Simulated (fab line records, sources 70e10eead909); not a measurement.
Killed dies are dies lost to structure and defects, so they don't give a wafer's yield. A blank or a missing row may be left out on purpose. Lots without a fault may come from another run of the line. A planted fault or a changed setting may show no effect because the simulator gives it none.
Tool commonality check | flow nand_harc | 12 lots, 36 wafers sampled

WHY IT WAS OPENED
At NHARC_P_M1_CD_MEAS_09 the reading cd_nm is flagged on 2 of 12 lots. Wafers without a fault read 130.3 nm, standard deviation 0.76.
Rule: a lot is flagged when every wafer of it that has a number lies more than 4 standard deviations from that mean, or none has a number. The other lots count as sound.

lot  | measured     | on        | cd_nm (nm), wafer by wafer | flag
L609 | day 7 17:47  | cd_sem-01 | 128.8 129.7 131.0          |
L610 | day 8 07:13  | cd_sem-01 | 129.9 129.1 128.5          |
L611 | day 8 12:10  | cd_sem-03 | 131.0 131.7 130.7          |
L613 | day 9 13:50  | cd_sem-01 | 129.3 129.6 130.5          |
L614 | day 9 20:09  | cd_sem-01 | 131.0 130.8 131.1          |
L616 | day 10 18:23 | cd_sem-01 | 130.9 129.1 129.3          |
L617 | day 11 15:25 | cd_sem-03 | 129.4 128.9 128.8          |
L620 | day 12 05:20 | cd_sem-02 | 137.0 136.5 136.3          | FLAGGED
L621 | day 12 20:26 | cd_sem-03 | 136.8 136.8 137.4          | FLAGGED
L624 | day 13 23:46 | cd_sem-03 | 131.7 129.4 129.7          |
L627 | day 15 09:59 | cd_sem-02 | 130.1 129.8 129.6          |
L628 | day 15 17:11 | cd_sem-03 | 129.9 131.5 130.6          |
The numbers of the flagged lots are 136.8 nm on average: +6.5 nm against the usual, or +9 standard deviations.

WHICH TOOL RAN EACH LOT
The record holds 4 process steps before the reading, out of a route of 1302 steps. In each cell: the tool, then ch and the chambers that the sampled wafers went through, then the start.
lot  | flag    | NHARC_P_CONTACT_ETCH_36                       | NHARC_P_M0_PVD_20                       | NHARC_P_M0_ANNEAL_30             | NHARC_P_M1_PEB_07
L609 |         | rie_diel-07 ch 0,1, day 7 15:47 or earlier    | pvd_sputter-03, day 7 15:47 or earlier  | rtp_anneal-01 ch 0, day 7 15:47  | litho_track-06 ch 0, day 7 17:42
L610 |         | rie_diel-03 ch 2,3, day 8 05:03 or earlier    | pvd_sputter-01, day 8 05:03 or earlier  | rtp_anneal-01 ch 0, day 8 05:03  | litho_track-06 ch 0, day 8 07:08
L611 |         | rie_diel-03 ch 1,2,3, day 8 09:57 or earlier  | pvd_sputter-01, day 8 09:57 or earlier  | rtp_anneal-01 ch 0, day 8 09:57  | litho_track-04 ch 0, day 8 12:05
L613 |         | rie_diel-13 ch 0,2,3, day 9 11:36 or earlier  | pvd_sputter-01, day 9 11:36 or earlier  | rtp_anneal-01 ch 0, day 9 11:36  | litho_track-06 ch 0, day 9 13:46
L614 |         | rie_diel-03 ch 0,2,3, day 9 18:10 or earlier  | pvd_sputter-03, day 9 18:10 or earlier  | rtp_anneal-02 ch 0, day 9 18:10  | litho_track-04 ch 0, day 9 20:04
L616 |         | rie_diel-13 ch 2,3, day 10 16:15 or earlier   | pvd_sputter-03, day 10 16:15 or earlier | rtp_anneal-02 ch 0, day 10 16:15 | litho_track-06 ch 0, day 10 18:19
L617 |         | rie_diel-07 ch 0,3, day 11 13:19 or earlier   | pvd_sputter-01, day 11 13:19 or earlier | rtp_anneal-02 ch 0, day 11 13:19 | litho_track-06 ch 0, day 11 15:20
L620 | FLAGGED | rie_diel-13 ch 0,3, day 12 03:10 or earlier   | pvd_sputter-03, day 12 03:10 or earlier | rtp_anneal-02 ch 0, day 12 03:10 | litho_track-04 ch 0, day 12 05:16
L621 | FLAGGED | rie_diel-03 ch 1,2,3, day 12 18:14 or earlier | pvd_sputter-03, day 12 18:14 or earlier | rtp_anneal-02 ch 0, day 12 18:14 | litho_track-04 ch 0, day 12 20:22
L624 |         | rie_diel-07 ch 0,1,2, day 13 21:41 or earlier | pvd_sputter-01, day 13 21:41 or earlier | rtp_anneal-02 ch 0, day 13 21:41 | litho_track-01 ch 0, day 13 23:41
L627 |         | rie_diel-13 ch 1,2, day 15 07:49 or earlier   | pvd_sputter-02, day 15 07:49 or earlier | rtp_anneal-02 ch 0, day 15 07:49 | litho_track-01 ch 0, day 15 09:54
L628 |         | rie_diel-03 ch 0,1,2, day 15 15:01 or earlier | pvd_sputter-02, day 15 15:01 or earlier | rtp_anneal-02 ch 0, day 15 15:01 | litho_track-01 ch 0, day 15 17:06
What these steps do:
- NHARC_P_CONTACT_ETCH_36: etches the open film in N2/H2, target depth 260 nm, time 406.25 s.
- NHARC_P_M0_PVD_20: deposits TaN, target thk 5 nm, time 8.06 s.
- NHARC_P_M0_ANNEAL_30: time 90 s.
- NHARC_P_M1_PEB_07: peb time 65 s.
- NHARC_P_M1_CD_MEAS_09: target cd 130 nm.

FLAGGED OVER TOTAL, TOOL BY TOOL (the gauges that took the reading come last)
step                    | tool           | lots run | flagged | share of the flagged lots | sound lots run after its first flagged lot
NHARC_P_CONTACT_ETCH_36 | rie_diel-03    | 5        | 1       | some                      | 1 (L628)
NHARC_P_CONTACT_ETCH_36 | rie_diel-07    | 3        | 0       | none                      | -
NHARC_P_CONTACT_ETCH_36 | rie_diel-13    | 4        | 1       | some                      | 1 (L627)
NHARC_P_M0_PVD_20       | pvd_sputter-01 | 5        | 0       | none                      | -
NHARC_P_M0_PVD_20       | pvd_sputter-02 | 2        | 0       | none                      | -
NHARC_P_M0_PVD_20       | pvd_sputter-03 | 5        | 2       | all                       | 0
NHARC_P_M0_ANNEAL_30    | rtp_anneal-01  | 4        | 0       | none                      | -
NHARC_P_M0_ANNEAL_30    | rtp_anneal-02  | 8        | 2       | all                       | 3 (L624,L627,L628)
NHARC_P_M1_PEB_07       | litho_track-01 | 3        | 0       | none                      | -
NHARC_P_M1_PEB_07       | litho_track-04 | 4        | 2       | all                       | 0
NHARC_P_M1_PEB_07       | litho_track-06 | 5        | 0       | none                      | -
NHARC_P_M1_CD_MEAS_09   | cd_sem-01      | 5        | 0       | none                      | -
NHARC_P_M1_CD_MEAS_09   | cd_sem-02      | 2        | 1       | some                      | 1 (L627)
NHARC_P_M1_CD_MEAS_09   | cd_sem-03      | 5        | 1       | some                      | 2 (L624,L628)
NHARC_P_CONTACT_ETCH_36 gives no start for some lots, so the hours and the order of its lots are those of NHARC_P_M0_ANNEAL_30. NHARC_P_M0_PVD_20 gives no start for some lots, so the hours and the order of its lots are those of NHARC_P_M0_ANNEAL_30.

WHAT THE TABLE ALLOWS
3 rows of the table ran every flagged lot: pvd_sputter-03 at NHARC_P_M0_PVD_20, rtp_anneal-02 at NHARC_P_M0_ANNEAL_30, litho_track-04 at NHARC_P_M1_PEB_07.
- pvd_sputter-03 at NHARC_P_M0_PVD_20: 2 of its 5 lots flagged. Its last sound lot is L616 (day 10 16:15), its first flagged lot L620 (day 12 03:10): a fault that began between those two fits.
- rtp_anneal-02 at NHARC_P_M0_ANNEAL_30: 2 of its 8 lots flagged. Sound lots ran on it after the first flagged one (L624, L627, L628), which a lasting fault on the whole tool wouldn't allow.
- litho_track-04 at NHARC_P_M1_PEB_07: 2 of its 4 lots flagged. Its last sound lot is L614 (day 9 20:04), its first flagged lot L620 (day 12 05:16): a fault that began between those two fits. Its own readings lie more than 4 standard deviations out on every wafer of the flagged lots: heater_power_total_W, plate_temp_C.
Counting lots can't tell these 2 tools apart, because each fits a fault that began at some hour. More lots, or a look at what each step does to the wafer, might.

WHAT THE SIMULATOR HAD PUT IN
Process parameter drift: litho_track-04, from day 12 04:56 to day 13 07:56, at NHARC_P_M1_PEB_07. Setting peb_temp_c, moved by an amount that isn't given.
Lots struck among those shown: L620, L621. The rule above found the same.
